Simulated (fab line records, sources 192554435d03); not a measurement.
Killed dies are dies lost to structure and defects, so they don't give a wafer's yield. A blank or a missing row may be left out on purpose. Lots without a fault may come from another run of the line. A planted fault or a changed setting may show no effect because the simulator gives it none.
Chamber matching | flow n5_finfet | N5_BEOL_M1_ALD_84 on ald_metal-02: 4 sister chambers
The step deposits TaN, pulse time 2 s, purge time 3 s, co reactant purge time 2 s. 14 wafers are shown with their chamber, then 7 later ones without.

WAFERS WITH THEIR CHAMBER
wafer  | chamber | heater_power_w (W) | chamber_pressure_Torr (Torr) | precursor_vessel_pressure_torr (Torr)
L075.2 | 1       | 410                | 2.995                        | 26.27
L075.3 | 2       | 467                | 2.998                        | 26.23
L075.5 | 2       | 457                | 3.014                        | 26.26
L080.3 | 0       | 468                | 3.001                        | 26.26
L080.4 | 1       | 420                | 2.999                        | 26.31
L080.5 | 2       | 471                | 3.001                        | 26.34
L085.1 | 3       | 419                | 2.999                        | 26.35
L085.2 | 1       | 424                | 2.992                        | 26.27
L085.6 | 3       | 432                | 2.997                        | 26.16
L090.1 | 3       | 434                | 3.006                        | 26.34
L090.2 | 0       | 471                | 3.006                        | 26.29
L090.4 | 2       | 473                | 3.012                        | 26.23
L088.1 | 3       | 433                | 2.988                        | 26.22
L088.3 | 0       | 491                | 2.987                        | 26.26

SIGNATURES (means of the wafers above)
reading                        | chamber 0 | chamber 1 | chamber 2 | chamber 3 | scatter within a chamber
heater_power_w                 | 476.67    | 418.00    | 467.00    | 429.50    | 8.47
chamber_pressure_Torr          | 2.99800   | 2.99533   | 3.00625   | 2.99750   | 0.00757
precursor_vessel_pressure_torr | 26.2700   | 26.2833   | 26.2650   | 26.2675   | 0.0597
Rule: a wafer's distance from a chamber is the root of the sum, over the readings, of the square of ((its reading less the chamber's mean) divided by the reading's scatter). The wafer belongs to the nearest chamber; if the next one is less than 2 further off, it can't be placed. The scatter: the root of (the sum of the squares of (reading less its chamber's mean) over the shown wafers, divided by (wafers less chambers)).

WAFERS WITHOUT THEIR CHAMBER
wafer  | heater_power_w (W) | chamber_pressure_Torr (Torr) | precursor_vessel_pressure_torr (Torr)
L088.5 | 422                | 3.004                        | 26.23
L091.2 | 478                | 2.996                        | 26.29
L091.4 | 444                | 3.011                        | 26.29
L091.5 | 471                | 3.005                        | 26.28
L097.2 | 470                | 2.988                        | 26.24
L097.4 | 424                | 3.009                        | 26.27
L097.6 | 455                | 3.005                        | 26.31

WHICH CHAMBER EACH WENT THROUGH
wafer  | from the rows above               | in truth
L088.5 | can't be placed: 3 or 1           | 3
L091.2 | can't be placed: 0 or 2           | 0
L091.4 | can't be placed: 3 or 2 or 1 or 0 | 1
L091.5 | can't be placed: 2 or 0           | 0
L097.2 | can't be placed: 0 or 2           | 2
L097.4 | can't be placed: 3 or 1           | 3
L097.6 | can't be placed: 2 or 0 or 3      | 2
Placed correctly: 0 of 7. Can't be placed from these rows: 7 (the true chamber is among the candidates in 7). Placed wrongly: 0.
